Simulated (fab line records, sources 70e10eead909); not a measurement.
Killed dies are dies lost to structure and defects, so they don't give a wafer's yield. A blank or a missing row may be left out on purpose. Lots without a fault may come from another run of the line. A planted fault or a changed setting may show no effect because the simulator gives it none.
fab line records | flow nand_harc
record lots=12 wafers=36 last_day=25
route steps=1159 shown A_M1@1049 THIN_TSV@1120 END@1159
lots that met no fault: from a run of the same line without faults
start_h: hours from the record's first day to the start of the lot's first wafer shown | wait_h: hours since the lot's step before | " the same as in the row above | L1.1+2: a row that stands for several wafers | - no value, or no start given | * or withheld: withheld | < > ~ a bound
route shown NAME@n: a module of which the file shows steps, and the number in the route of the first | usual: mean/standard deviation of fault-free wafers | same: alike in all rows | chamber/n: place in a boat | sites: the reading at each site | _std_site: their standard deviation | _edge_site: outer sites' mean less inner sites' | radius_mm: how far each site lies from the wafer's centre | mask NAME#n: copy n | behind: the tool/chamber that last shaped the wafer | hold: why the lot was held/for how many hours/how that ended | device: the transistor (n, p or np) that didn't switch | end of line: the same wafers' tests at the end of the route | a step without rows: its recipe alone | killed: dies lost to structure and defects at the first sort, not the wafer's yield | map: a wafer's dies, x killed, . not, _ none there
set.NAME: the setting as run; set.NAME@STEP: as run at that earlier step | model.NAME: the simulator's own value behind a step, which no gauge read
steps of the route over a sample of lots; a table a step, a row a wafer
services: from which hour (start_h, from the record's first day; less than 0 if before it) a tool's chamber was out of use, for how many hours, and why
## steps
# step NHARC_A_M1_PVD_21
# recipe target_thk_a=300 chamber_pressure_pa=5 power_w=5000 substrate_temp_c=30 time_s=20.49 material=Cu
# usual chamber_pressure_pa=4.998/0.01 throttle_valve_pct=30.0/1.1
# columns lot.wafer tool chamber start_h wait_h chamber_pressure_pa throttle_valve_pct
L308.1 pvd_sputter-03 - 429.09 - 5.016 29.1
L308.4 " - " " 4.994 30.1
L308.6 " - " " 5.007 28.9
L305.2 pvd_sputter-02 - 432.06 - 4.996 29.8
L305.6 " - " " 4.999 29.3
L305.5 " - " " 5.000 28.7
L313.4 pvd_sputter-03 - 446.28 - 4.994 30.4
L313.5 " - " " 4.996 28.8
L313.6 " - " " 4.989 31.4
L309.1 pvd_sputter-03 - 449.84 - 4.985 29.3
L309.5 " - " " 4.982 29.1
L309.6 " - " " 5.010 31.4
L311.1 pvd_sputter-02 - 459.38 - 4.992 28.7
L311.2 " - " " 4.996 29.9
L311.5 " - " " 5.005 28.7
L315.2 pvd_sputter-03 - 491.62 - 5.004 28.8
L315.1 " - " " 4.990 31.4
L315.6 " - " " 5.026 31.1
L321.2 pvd_sputter-02 - 516.39 - 4.995 30.0
L321.1 " - " " 4.990 30.2
L321.6 " - " " 4.993 28.8
L318.1 pvd_sputter-03 - 516.63 - 4.994 31.3
L318.3 " - " " 5.002 28.7
L318.6 " - " " 5.001 31.5
L323.4 pvd_sputter-03 - 522.29 - 4.978 31.3
L323.2 " - " " 5.010 28.8
L323.5 " - " " 5.006 31.4
L325.2 pvd_sputter-02 - 532.04 - 4.986 30.0
L325.1 " - " " 4.995 30.4
L325.6 " - " " 5.008 29.8
L322.3 pvd_sputter-03 - 541.52 - 5.009 31.5
L322.1 " - " " 4.977 28.7
L322.6 " - " " 4.988 31.3
L326.4 pvd_sputter-01 - 546.03 - 5.005 29.9
L326.3 " - " " 5.000 30.0
L326.6 " - " " 5.005 31.5
# step NHARC_THIN_TSV_ETCH_15
# recipe target_depth_a=30000 bosch_target_overetch_cycles=2 bosch_etch_step_s=2.8 bosch_dep_step_s=1.2 bosch_cycles=14
# usual drypump_motor_current_A=5.6/0.49
# same bosch_dep_step_s=1.2
# columns lot.wafer tool chamber start_h wait_h drypump_motor_current_A rf_hours_counter_h
L308.4 rie_si-06 1 449.27 - 5.7 0.8
L308.1 " 3 " " 5.2 0.7
L308.6 " 0 " " 6.1 -
L305.2 rie_si-04 0 450.47 - 4.7 1.3
L305.6 " 2 " " 6.2 -
L305.5 " 3 " " 5.3 -
L313.4 rie_si-06 2 468.92 - 6.3 1.0
L313.6 " 0 " " 6.1 -
L313.5 " 1 " " 5.7 -
L309.1 rie_si-04 2 470.15 - 6.2 0.1
L309.6 " 0 " " 4.7 -
L309.5 " 1 " " 6.3 -
L311.1 rie_si-04 0 481.27 - 4.7 0.3
L311.2 " 1 " " 6.3 0.2
L311.5 " 3 " " 5.3 -
L315.2 rie_si-01 3 511.40 - 5.6 0.2
L315.1 " 1 " " 5.6 0.1
L315.6 " 0 " " 5.6 -
L321.2 rie_si-04 0 537.70 - 4.7 0.7
L321.1 " 2 " " 6.2 0.7
L321.6 " 0 " " 4.7 -
L318.3 rie_si-04 3 538.91 - 5.3 0.7
L318.1 " 1 " " 6.3 0.8
L318.6 " 3 " " 5.3 -
L323.4 rie_si-01 3 543.18 - 5.6 0.6
L323.2 " 1 " " 5.6 0.4
L323.5 " 0 " " 5.6 -
L325.2 rie_si-06 2 551.75 - 6.3 0.0
L325.1 " 3 " " 5.2 0.0
L325.6 " 1 " " 5.7 -
L322.1 rie_si-01 0 561.78 - 5.6 0.6
L322.3 " 1 " " 5.5 0.4
L322.6 " 0 " " 5.6 -
L326.3 rie_si-04 0 562.86 - 4.7 0.9
L326.4 " 2 " " 6.2 1.0
L326.6 " 3 " " 5.3 -
# step NHARC_THIN_TSV_PVD_51
# recipe target_thk_a=1000 chamber_pressure_pa=5 material=Cu
# usual chamber_pressure_pa=4.999/0.011 throttle_valve_pct=30.0/1.1
# columns lot.wafer tool chamber start_h wait_h chamber_pressure_pa throttle_valve_pct
L308.4 pvd_sputter-02 - - - 5.012 29.9
L308.1 " - " " 5.005 29.2
L308.6 " - " " 4.977 28.9
L305.2 pvd_sputter-02 - - - 4.997 29.4
L305.6 " - " " 4.997 30.5
L305.5 " - " " 4.992 29.6
L313.4 pvd_sputter-02 - - - 5.001 29.5
L313.6 " - " " 5.008 29.2
L313.5 " - " " 5.010 28.7
L309.1 pvd_sputter-02 - - - 5.002 29.3
L309.6 " - " " 4.995 30.4
L309.5 " - " " 4.998 29.2
L311.2 pvd_sputter-03 - - - 4.999 29.0
L311.1 " - " " 5.014 28.9
L311.5 " - " " 4.995 29.0
L315.2 pvd_sputter-01 - - - 4.990 28.8
L315.1 " - " " 4.991 32.6
L315.6 " - " " 5.001 28.6
L321.1 pvd_sputter-03 - - - 5.001 31.4
L321.2 " - " " 5.008 31.2
L321.6 " - " " 5.009 29.1
L318.3 pvd_sputter-02 - - - 4.994 29.8
L318.1 " - " " 4.977 30.2
L318.6 " - " " 4.993 29.7
L323.4 pvd_sputter-01 - - - 4.997 29.9
L323.2 " - " " 4.994 31.6
L323.5 " - " " 4.991 29.6
L325.2 pvd_sputter-02 - - - 4.988 29.8
L325.1 " - " " 5.001 30.2
L325.6 " - " " 4.995 29.4
L322.3 pvd_sputter-03 - - - 4.981 28.7
L322.1 " - " " 4.999 29.0
L322.6 " - " " 4.993 31.5
L326.3 pvd_sputter-01 - - - 5.006 31.4
L326.4 " - " " 4.987 29.0
L326.6 " - " " 4.998 31.4
# step NHARC_THIN_TSV_DESCUM_35
# recipe time_s=3 o2_flow_sccm=200 ar_flow_sccm=0 bias_power_w=0 chemistry=O2
# usual chamber_pressure_mTorr=60.00/0.057 drypump_motor_current_A=5.72/0.24 oes_product_au=0.995/0.012 rf_vpp_V=57.8/0.9 showerhead_plenum_p_Torr=1.91/0.089 throttle_valve_pct=11.311/0.009
# columns lot.wafer tool chamber start_h wait_h chamber_pressure_mTorr drypump_motor_current_A oes_product_au rf_hours_counter_h rf_vpp_V showerhead_plenum_p_Torr throttle_valve_pct
L308.1 rie_diel-07 0 454.52 - 59.98 5.86 0.973 4 57.4 1.77 11.306
L308.4 " 1 " " 60.06 5.88 1.004 5 59.2 2.01 11.317
L308.6 " 1 " " 59.94 5.89 0.998 - 58.7 2.01 11.313
L305.2 rie_diel-04 1 455.73 - 60.00 5.72 0.992 13 58.2 1.78 11.325
L305.5 " 0 " " 59.98 5.65 1.001 - 57.3 2.00 11.312
L305.6 " 1 " " 60.03 5.70 1.001 - 57.6 1.78 11.327
L313.4 rie_diel-13 1 474.88 - 60.00 5.62 0.994 1 58.3 1.89 11.323
L313.5 " 1 " " 59.91 5.61 1.001 - 57.6 1.89 11.314
L313.6 " 2 " " 59.96 5.40 0.984 - 58.1 1.98 11.320
L309.1 rie_diel-04 0 475.47 - 59.91 5.68 1.010 0 58.2 2.00 11.312
L309.6 " 3 " " 59.90 5.71 1.000 - 59.3 2.03 11.316
L309.5 " 0 " " 59.97 5.64 1.013 - 58.8 2.00 11.303
L311.1 rie_diel-07 0 487.02 - 59.96 5.86 0.977 7 57.3 1.77 11.307
L311.2 " 2 " " 60.07 6.11 1.005 7 56.4 1.80 11.302
L311.5 " 0 " " 60.01 5.87 0.971 - 56.0 1.77 11.316
L315.1 rie_diel-13 3 516.97 - 59.99 6.03 0.973 3 57.4 1.89 11.313
L315.2 " 0 " " 60.00 5.84 0.989 4 58.3 1.95 11.309
L315.6 " 2 " " 60.01 5.41 0.991 - 57.8 1.98 11.321
L321.2 rie_diel-13 3 545.91 - 59.91 6.04 0.986 6 58.3 1.89 11.315
L321.1 " 1 " " 60.00 5.63 1.007 7 57.6 1.88 11.298
L321.6 " 2 " " 59.90 5.38 0.999 - 59.6 1.98 11.311
L318.3 rie_diel-07 0 548.47 - 60.03 5.88 0.972 13 56.7 1.77 11.324
L318.1 " 1 " " 59.95 5.85 1.000 14 57.8 2.01 11.313
L318.6 " 3 " " 60.18 5.53 0.984 - 58.1 1.90 11.319
L323.2 rie_diel-07 3 550.49 - 60.02 5.50 0.987 12 58.1 1.90 11.302
L323.4 " 0 " " 59.97 5.85 0.976 13 56.6 1.77 11.319
L323.5 " 3 " " 59.94 5.50 0.987 - 57.5 1.90 11.308
L325.2 rie_diel-13 1 557.03 - 60.10 5.61 1.003 7 57.6 1.88 11.299
L325.1 " 3 " " 60.00 6.03 0.995 6 57.7 1.89 11.314
L325.6 " 2 " " 59.98 5.42 1.000 - 56.9 1.98 11.323
L322.3 rie_diel-13 2 567.07 - 59.92 5.39 0.997 8 57.9 1.98 11.321
L322.1 " 3 " " 59.92 6.04 0.989 7 57.3 1.89 11.297
L322.6 " 2 " " 59.98 5.37 0.997 - 57.0 1.98 11.310
L326.3 rie_diel-13 3 568.00 - 59.92 6.02 0.982 7 60.1 1.89 11.312
L326.4 " 0 " " 59.94 5.85 0.992 8 58.2 1.95 11.291
L326.6 " 2 " " 60.07 5.36 0.995 - 57.2 1.98 11.309
# step NHARC_END_SORT_01
# recipe temp_c=25
# usual defect_limited_yield=95.5/1.4 killed_at_array=26/9.1 killed_at_other=0.7/0.9 killed_at_periphery=3.6/2.8 killed_dies=30/9.2 killed_open=3.0/1.9 killed_short=2.0/1.4 sort_bin_2_pct=1.4/0.6 sort_bin_3_pct=0.23/0.17 sort_bin_4_pct=2.8/0.92 sort_n_pass=647/9.2 sort_rim_yield_pct=95.9/2.1 sort_yield_pct=95.5/1.4
# same gross_dies=677 sort_bin_5_pct[%]=0 sort_bin_6_pct[%]=0 sort_bin_7_pct[%]=0 sort_bin_8_pct[%]=0 sort_rim_n_gross=106.00
# columns lot.wafer tool chamber start_h wait_h defect_limited_yield[%] killed_at_array killed_at_other killed_at_periphery killed_dies killed_open killed_short sort_bin_2_pct[%] sort_bin_3_pct[%] sort_bin_4_pct[%] sort_n_pass sort_rim_yield_pct[%] sort_yield_pct[%]
L308.1 prober-02 0 463.12 2.5 97.5 14 0 3 17 3 2 0.9 0 1.6 660 99.1 97.5
L308.4 prober-02 0 465.53 3.4 96.6 19 1 3 23 5 3 1.0 0.30 2.1 654 95.3 96.6
L308.6 prober-02 0 467.13 4.0 97.8 12 0 3 15 2 0 0.4 0 1.8 662 98.1 97.8
L305.2 prober-01 0 468.78 2.8 95.6 25 0 5 30 4 3 1.2 0.15 3.1 647 92.5 95.6
L305.5 prober-01 0 471.16 3.7 96.3 18 0 7 25 2 2 1.0 0.30 2.4 652 95.3 96.3
L305.6 prober-01 0 471.96 4.0 95.7 23 0 6 29 0 3 1.0 0.30 3.0 648 95.3 95.7
L309.1 prober-01 0 481.75 2.5 96.9 16 2 3 21 0 2 1.0 0.30 1.8 656 97.2 96.9
L309.5 prober-01 0 484.89 3.6 97.8 9 2 4 15 0 1 0.4 0.15 1.6 662 96.2 97.8
L309.6 prober-01 0 485.67 3.9 97.5 14 1 2 17 3 0 0.6 0 1.9 660 99.1 97.5
L313.4 prober-01 0 491.87 3.4 95.4 26 1 4 31 8 0 0.7 0.15 3.7 646 93.4 95.4
L313.5 prober-01 0 492.67 3.7 96.0 26 0 1 27 3 2 1.3 0.30 2.4 650 96.2 96.0
L313.6 prober-01 0 493.46 4.0 96.8 18 1 3 22 3 2 1.2 0.15 1.9 655 96.2 96.8
L311.1 prober-01 0 497.23 2.5 96.5 22 0 2 24 3 0 1.6 0.15 1.8 653 98.1 96.5
L311.2 prober-01 0 498.03 2.8 94.7 30 3 3 36 3 3 1.6 0.15 3.5 641 89.6 94.7
L311.5 prober-01 0 500.42 3.7 96.9 18 1 2 21 3 1 0.6 0.30 2.2 656 96.2 96.9
L315.1 prober-01 0 526.09 2.5 97.3 18 0 0 18 3 1 1.0 0 1.6 659 98.1 97.3
L315.2 prober-01 0 526.89 2.8 97.3 13 1 4 18 1 2 0.7 0.15 1.8 659 96.2 97.3
L315.6 prober-01 0 530.10 4.0 96.3 20 0 5 25 4 2 1.0 0.30 2.4 652 95.3 96.3
L318.1 prober-01 0 561.74 2.5 83.2 104 0 10 114 4 0 7.1 4.43 5.3 563 82.1 83.2
L318.3 prober-01 0 563.36 3.1 84.3 100 0 6 106 2 2 7.1 4.87 3.7 571 84.0 84.3
L318.6 prober-01 0 565.79 4.0 80.4 125 0 8 133 1 1 7.2 6.35 6.1 544 96.2 80.4
L323.2 prober-02 0 570.25 2.8 81.8 122 1 0 123 2 0 5.9 6.65 5.6 554 85.8 81.8
L323.4 prober-02 0 571.85 3.4 84.9 102 0 0 102 2 3 6.2 4.43 4.4 575 84.0 84.9
L323.5 prober-02 0 572.65 3.7 79.9 134 1 1 136 0 2 7.7 6.35 6.1 541 96.2 79.9
L322.1 prober-01 0 577.52 2.5 79.9 134 0 2 136 2 2 8.0 5.91 6.2 541 77.4 79.9
L322.3 prober-01 0 579.10 3.1 75.3 165 0 2 167 3 4 10.0 6.79 7.8 510 95.3 75.3
L322.6 prober-01 0 581.47 4.0 82.6 116 1 1 118 1 2 6.4 4.58 6.5 559 80.2 82.6
L326.3 prober-02 0 586.64 3.1 92.9 44 1 3 48 4 5 2.4 0.44 4.3 629 91.5 92.9
L326.4 prober-02 0 587.45 3.4 95.6 24 0 6 30 2 4 1.9 0.30 2.2 647 95.3 95.6
L326.6 prober-02 0 589.06 4.0 96.0 27 0 0 27 3 0 1.5 0.30 2.2 650 94.3 96.0
# killed by level:class
L308.1 A_CONTACT:chamber_film_flake=6 A_CHANNEL_HOLE_D1:chamber_film_flake=3 P_CONTACT:geometric_particle:open=2 A_ONON_D1:geometric_particle:short=1 A_SGD_CUT:geometric_particle:short=1 A_CONTACT:geometric_particle:open=1 P_GATE:chamber_film_flake=1 A_CHANNEL_FILL_D1:chamber_film_flake=1
L308.4 A_STAIRCASE:chamber_film_flake=7 A_CHANNEL_HOLE_D1:chamber_film_flake=4 A_WL_FILL:chamber_film_flake=2 P_CONTACT:geometric_particle:open=1 P_M0:geometric_particle:open=1 A_SOURCE_PLATE:geometric_particle:open=1 A_ONON_D1:geometric_particle:short=1 A_WL_FILL:geometric_particle:open=1
L308.6 A_CHANNEL_HOLE_D1:chamber_film_flake=7 P_ZERO_WELL:chamber_film_flake=2 A_CONTACT:chamber_film_flake=2 A_CONTACT:geometric_particle:open=1 A_M0:geometric_particle:open=1 P_GATE:chamber_film_flake=1 A_CHANNEL_FILL_D1:chamber_film_flake=1
L305.2 A_CHANNEL_HOLE_D1:chamber_film_flake=18 A_STAIRCASE:chamber_film_flake=3 P_M0:geometric_particle:open=2 P_BONDPAD:chamber_film_flake=2 P_GATE:geometric_particle:short=1 A_SGD_CUT:geometric_particle:short=1 A_BLC:geometric_particle:open=1 A_M0:geometric_particle:open=1
L305.5 A_CHANNEL_HOLE_D1:chamber_film_flake=11 P_BONDPAD:chamber_film_flake=4 A_CONTACT:chamber_film_flake=3 P_M2:geometric_particle:open=1 A_ONON_D1:geometric_particle:short=1 A_WL_FILL:geometric_particle:short=1 A_WL_FILL:geometric_particle:open=1 P_STI:chamber_film_flake=1
L305.6 A_CHANNEL_HOLE_D1:chamber_film_flake=16 P_BONDPAD:chamber_film_flake=4 A_STAIRCASE:chamber_film_flake=3 P_M1:geometric_particle:short=1 A_CHANNEL_FILL_D1:geometric_particle:short=1 A_M0:geometric_particle:short=1 P_M0:chamber_film_flake=1 A_CONTACT:chamber_film_flake=1
L309.1 A_CHANNEL_HOLE_D1:chamber_film_flake=4 A_STAIRCASE:chamber_film_flake=4 A_CONTACT:chamber_film_flake=4 A_M0:chamber_film_flake=2 THIN_TSV:chamber_film_flake=2 P_GATE:geometric_particle:short=1 A_SGD_CUT:geometric_particle:short=1 P_STI:chamber_film_flake=1
L309.5 A_CONTACT:chamber_film_flake=3 P_STI:chamber_film_flake=2 P_GATE:chamber_film_flake=2 A_STAIRCASE:chamber_film_flake=2 THIN_TSV:chamber_film_flake=2 A_WL_FILL:geometric_particle:short=1 A_CHANNEL_HOLE_D1:chamber_film_flake=1 A_CHANNEL_FILL_D1:chamber_film_flake=1
L309.6 A_CHANNEL_HOLE_D1:chamber_film_flake=4 A_CONTACT:chamber_film_flake=4 A_CHANNEL_FILL_D1:chamber_film_flake=2 P_CONTACT:geometric_particle:open=1 A_ONON_D1:geometric_particle:open=1 A_M0:geometric_particle:open=1 P_CONTACT:chamber_film_flake=1 A_STAIRCASE:chamber_film_flake=1
L313.4 A_SLIT:chamber_film_flake=10 A_CHANNEL_HOLE_D1:chamber_film_flake=6 A_STAIRCASE:chamber_film_flake=5 A_CONTACT:geometric_particle:open=2 P_CONTACT:geometric_particle:open=1 P_M0:geometric_particle:open=1 P_M1:geometric_particle:open=1 P_M2:geometric_particle:open=1
L313.5 A_SLIT:chamber_film_flake=14 A_CONTACT:geometric_particle:open=2 A_CHANNEL_HOLE_D1:chamber_film_flake=2 A_STAIRCASE:chamber_film_flake=2 A_ONON_D1:geometric_particle:short=1 A_CONTACT:geometric_particle:short=1 A_BLC:geometric_particle:open=1 P_GATE:chamber_film_flake=1
L313.6 A_SLIT:chamber_film_flake=9 A_CHANNEL_HOLE_D1:chamber_film_flake=4 A_CONTACT:geometric_particle:open=2 P_M0:geometric_particle:open=1 A_SLIT:geometric_particle:short=1 A_M0:geometric_particle:short=1 P_STI:chamber_film_flake=1 P_GATE:chamber_film_flake=1
L311.1 A_CHANNEL_HOLE_D1:chamber_film_flake=12 A_CONTACT:chamber_film_flake=4 A_STAIRCASE:chamber_film_flake=3 P_M0:geometric_particle:open=1 P_M1:geometric_particle:open=1 A_M0:geometric_particle:open=1 A_ZERO_WELL:chamber_film_flake=1 A_WL_FILL:chamber_film_flake=1
L311.2 A_CHANNEL_HOLE_D1:chamber_film_flake=13 A_STAIRCASE:chamber_film_flake=10 A_CONTACT:chamber_film_flake=3 THIN_TSV:chamber_film_flake=3 P_CONTACT:geometric_particle:short=1 P_M1:geometric_particle:open=1 A_CHANNEL_FILL_D1:geometric_particle:short=1 A_CHANNEL_FILL_D1:geometric_particle:open=1
L311.5 A_CHANNEL_HOLE_D1:chamber_film_flake=10 A_STAIRCASE:chamber_film_flake=3 A_CONTACT:geometric_particle:open=2 A_CONTACT:chamber_film_flake=2 P_CONTACT:geometric_particle:short=1 P_M0:geometric_particle:open=1 A_ZERO_WELL:chamber_film_flake=1 THIN_TSV:chamber_film_flake=1
L315.1 A_CONTACT:chamber_film_flake=6 A_CHANNEL_HOLE_D1:chamber_film_flake=4 A_ONON_D1:geometric_particle:open=1 A_SGD_CUT:geometric_particle:short=1 A_CONTACT:geometric_particle:open=1 A_M0:geometric_particle:open=1 A_ZERO_WELL:chamber_film_flake=1 A_STAIRCASE:chamber_film_flake=1
L315.2 A_CHANNEL_HOLE_D1:chamber_film_flake=8 P_M1:chamber_film_flake=3 THIN_TSV:chamber_film_flake=1 A_CONTACT:geometric_particle:open=1 A_CONTACT:geometric_particle:short=1 A_BLC:geometric_particle:short=1 P_ZERO_WELL:chamber_film_flake=1 A_ZERO_WELL:chamber_film_flake=1
L315.6 A_CHANNEL_HOLE_D1:chamber_film_flake=7 P_M1:chamber_film_flake=4 A_WL_FILL:chamber_film_flake=3 A_CONTACT:geometric_particle:open=2 A_BLC:geometric_particle:open=2 A_CONTACT:chamber_film_flake=2 A_CONTACT:geometric_particle:short=1 A_BLC:geometric_particle:short=1
L318.1 A_M1:unspecified=78 A_CHANNEL_HOLE_D1:chamber_film_flake=19 P_BONDPAD:chamber_film_flake=7 A_CONTACT:chamber_film_flake=4 A_M0:geometric_particle:open=2 P_CONTACT:geometric_particle:open=1 A_CONTACT:geometric_particle:open=1 P_GATE:chamber_film_flake=1
L318.3 A_M1:unspecified=85 A_CHANNEL_HOLE_D1:chamber_film_flake=10 A_CONTACT:chamber_film_flake=3 P_BONDPAD:chamber_film_flake=2 P_GATE:geometric_particle:short=1 P_CONTACT:geometric_particle:open=1 A_SGD_CUT:geometric_particle:open=1 A_SGD_CUT:geometric_particle:short=1
L318.6 A_M1:unspecified=110 A_CHANNEL_HOLE_D1:chamber_film_flake=14 P_BONDPAD:chamber_film_flake=4 P_ZERO_WELL:chamber_film_flake=2 P_CONTACT:geometric_particle:open=1 P_CONTACT:geometric_particle:short=1 A_CONTACT:chamber_film_flake=1
L323.2 A_M1:unspecified=88 A_CHANNEL_HOLE_D1:chamber_film_flake=19 A_SLIT:chamber_film_flake=6 A_CONTACT:chamber_film_flake=4 A_WL_FILL:chamber_film_flake=3 A_BLC:geometric_particle:open=2 THIN_TSV:chamber_film_flake=1
L323.4 A_M1:unspecified=70 A_CHANNEL_HOLE_D1:chamber_film_flake=19 A_SLIT:chamber_film_flake=4 A_WL_FILL:geometric_particle:short=3 A_CONTACT:chamber_film_flake=3 A_ONON_D1:geometric_particle:open=1 A_CHANNEL_FILL_D1:geometric_particle:open=1 A_ZERO_WELL:chamber_film_flake=1
L323.5 A_M1:unspecified=103 A_CHANNEL_HOLE_D1:chamber_film_flake=16 A_WL_FILL:chamber_film_flake=5 A_SLIT:chamber_film_flake=4 A_CONTACT:chamber_film_flake=4 A_CHANNEL_FILL_D1:geometric_particle:short=1 P_GATE:chamber_film_flake=1 STARTING-WAFER:geometric_particle:short=1
L322.1 A_M1:unspecified=86 A_SLIT:chamber_film_flake=20 A_CHANNEL_HOLE_D1:chamber_film_flake=17 A_CONTACT:chamber_film_flake=7 P_M0:geometric_particle:short=1 A_CONTACT:geometric_particle:open=1 A_BLC:geometric_particle:open=1 A_M0:geometric_particle:short=1
L322.3 A_M1:unspecified=111 A_CHANNEL_HOLE_D1:chamber_film_flake=22 A_SLIT:chamber_film_flake=13 A_CONTACT:chamber_film_flake=5 A_ZERO_WELL:chamber_film_flake=4 A_CHANNEL_FILL_D1:chamber_film_flake=4 P_CONTACT:geometric_particle:open=1 A_ONON_D1:geometric_particle:short=1
L322.6 A_M1:unspecified=81 A_SLIT:chamber_film_flake=15 A_CHANNEL_HOLE_D1:chamber_film_flake=14 A_CONTACT:chamber_film_flake=5 P_CONTACT:geometric_particle:short=1 A_CHANNEL_HOLE_D1:geometric_particle:open=1 STARTING-WAFER:geometric_particle:short=1
L326.3 A_SLIT:chamber_film_flake=21 A_CHANNEL_HOLE_D1:chamber_film_flake=8 A_CHANNEL_FILL_D1:geometric_particle:short=2 A_ZERO_WELL:chamber_film_flake=2 A_CONTACT:chamber_film_flake=2 A_SOURCE_PLATE:geometric_particle:open=1 A_ONON_D1:geometric_particle:short=1 A_CHANNEL_FILL_D1:geometric_particle:open=1
L326.4 A_SLIT:chamber_film_flake=11 A_CHANNEL_HOLE_D1:chamber_film_flake=7 P_ZERO_WELL:chamber_film_flake=2 P_GATE:chamber_film_flake=2 P_M0:geometric_particle:short=1 A_ONON_D1:geometric_particle:short=1 A_SGD_CUT:geometric_particle:short=1 A_WL_FILL:geometric_particle:short=1
L326.6 A_SLIT:chamber_film_flake=15 A_CHANNEL_HOLE_D1:chamber_film_flake=7 A_CONTACT:chamber_film_flake=2 A_SOURCE_PLATE:geometric_particle:open=1 A_STAIRCASE:geometric_particle:open=1 A_WL_FILL:geometric_particle:open=1
## services
# columns tool chamber start_h hours kind
rie_diel-07 - 405.20 9.0 pm
rie_si-04 - 409.76 0.7 repair
rie_si-06 1 410.38 1.0 repair
rie_diel-13 0 422.28 4.6 repair
rie_diel-13 0 439.06 12.5 repair
pvd_sputter-01 - 448.68 4.1 repair
rie_si-04 - 453.00 9.0 pm
rie_diel-13 - 453.00 9.0 pm
pvd_sputter-03 - 456.15 2.1 repair
rie_si-06 - 465.61 0.2 repair
rie_diel-04 - 465.90 9.0 pm
rie_diel-04 3 478.24 14.8 repair
rie_diel-07 3 480.85 7.0 repair
rie_si-01 - 481.00 9.0 pm
rie_si-04 0 481.80 4.1 repair
rie_diel-13 0 501.06 2.7 repair
rie_diel-04 1 502.93 6.6 repair
rie_diel-04 - 506.15 1.2 repair
pvd_sputter-01 - 514.05 10.0 pm
rie_diel-13 - 514.42 0.7 repair
rie_diel-07 1 524.50 9.5 repair
rie_si-01 - 528.65 0.5 repair
rie_si-06 - 537.00 9.0 pm
rie_si-01 2 558.01 2.5 repair
## key
first_sign step=NHARC_END_SORT_01 reading=killed_at_array direction=up sigmas=11 usual=26 struck=122
effect step=NHARC_END_SORT_01 reading=defect_limited_yield direction=down sigmas=10 usual=95.5 struck=81.4
more_kills_born_at NHARC_A_M1_PVD_21@pvd_sputter-03=812
met_at NHARC_A_M1_PVD_21
struck_lots L318,L322,L323
not_acting_at NHARC_THIN_TSV_ETCH_15,NHARC_THIN_TSV_PVD_51,NHARC_THIN_TSV_DESCUM_35
onset_between 491.62 516.63
fault kind=chamber_particle_source tool=pvd_sputter-03 chamber=- onset_h=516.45 steps=NHARC_A_M1_PVD_21 rate_per_visit_cm2=2.1872 end_h=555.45
